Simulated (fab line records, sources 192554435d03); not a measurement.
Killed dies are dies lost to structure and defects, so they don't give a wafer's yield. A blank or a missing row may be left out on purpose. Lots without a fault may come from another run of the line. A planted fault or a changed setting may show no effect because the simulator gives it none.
One fault seen from 2 desks | flow n5_finfet | each desk has only its own numbers; what lay behind them comes last

THE TOOL OWNER'S DESK: ald_metal-04
The tool's own readings at N5_MOL_CONTACT_COAG_ALD_20 (deposits TiN, target thk 1.5 nm, pulse time 1 s, purge time 3 s): means of the sampled wafers that have a number, for each lot that ran on this tool. A lot is out of limits, marked OUT, if its mean lies more than 4 standard deviations from the usual mean; the brackets give that distance.
Columns: A = chamber_pressure_Torr at N5_MOL_CONTACT_COAG_ALD_20, usual 3.000 Torr; B = heater_power_w at N5_MOL_CONTACT_COAG_ALD_20, usual 878 W; C = precursor_pulse_height_rel at N5_MOL_CONTACT_COAG_ALD_20, usual 1.000
lot  | first seen here | A     | B   | C
L821 | day 5 12:16     | 2.999 | 895 | 0.992
L834 | day 8 18:20     | 3.000 | 890 | 0.998
This desk's finding: nothing out of limits on any of the 2 lots.

THE METROLOGY DESK
What the gauges read, lot by lot, whatever tool the lot ran on: means of the sampled wafers that have a number. A lot is out of limits, marked OUT, if its mean lies more than 4 standard deviations from the usual mean; the brackets give that distance. Of its 11 readings 7 are shown: those that lie furthest out on some lot.
Columns: A = cd_nm at N5_MOL_CONTACT_COAG_CD_MEAS_99, usual 17.2 nm; B = DIBL_N at N5_BEOL_M4_RC_MEAS_101, usual 37.0 mV/V; C = IOFF_N at N5_BEOL_M4_RC_MEAS_101, usual 0.17 nA/um; D = IOFF_P at N5_BEOL_M4_RC_MEAS_101, usual 0.22 nA/um; E = ION_N at N5_BEOL_M4_RC_MEAS_101, usual 672 uA/um; F = ION_P at N5_BEOL_M4_RC_MEAS_101, usual 461 uA/um; G = SS_P at N5_BEOL_M4_RC_MEAS_101, usual 73.4 mV/dec
lot  | first seen here | A    | B    | C    | D    | E   | F   | G
L819 | day 5 04:26     | 17.6 | 35.7 | 0.15 | 0.18 | 669 | 460 | 72.5
L821 | day 5 11:22     | 17.0 | 35.1 | 0.14 | 0.19 | 670 | 462 | 73.4
L834 | day 8 14:23     | 17.0 | 36.0 | 0.15 | 0.22 | 668 | 467 | 73.5
L839 | day 9 21:48     | 16.8 | 37.3 | 0.16 | 0.22 | 659 | 457 | 72.9
L841 | day 10 09:10    | 17.3 | 36.3 | 0.15 | 0.22 | 674 | 468 | 73.2
This desk's finding: nothing out of limits on any of the 5 lots.

PUT TOGETHER
The tool owner's desk saw nothing out of limits.
The metrology desk saw nothing out of limits.

WHAT THE SIMULATOR HAD PUT IN
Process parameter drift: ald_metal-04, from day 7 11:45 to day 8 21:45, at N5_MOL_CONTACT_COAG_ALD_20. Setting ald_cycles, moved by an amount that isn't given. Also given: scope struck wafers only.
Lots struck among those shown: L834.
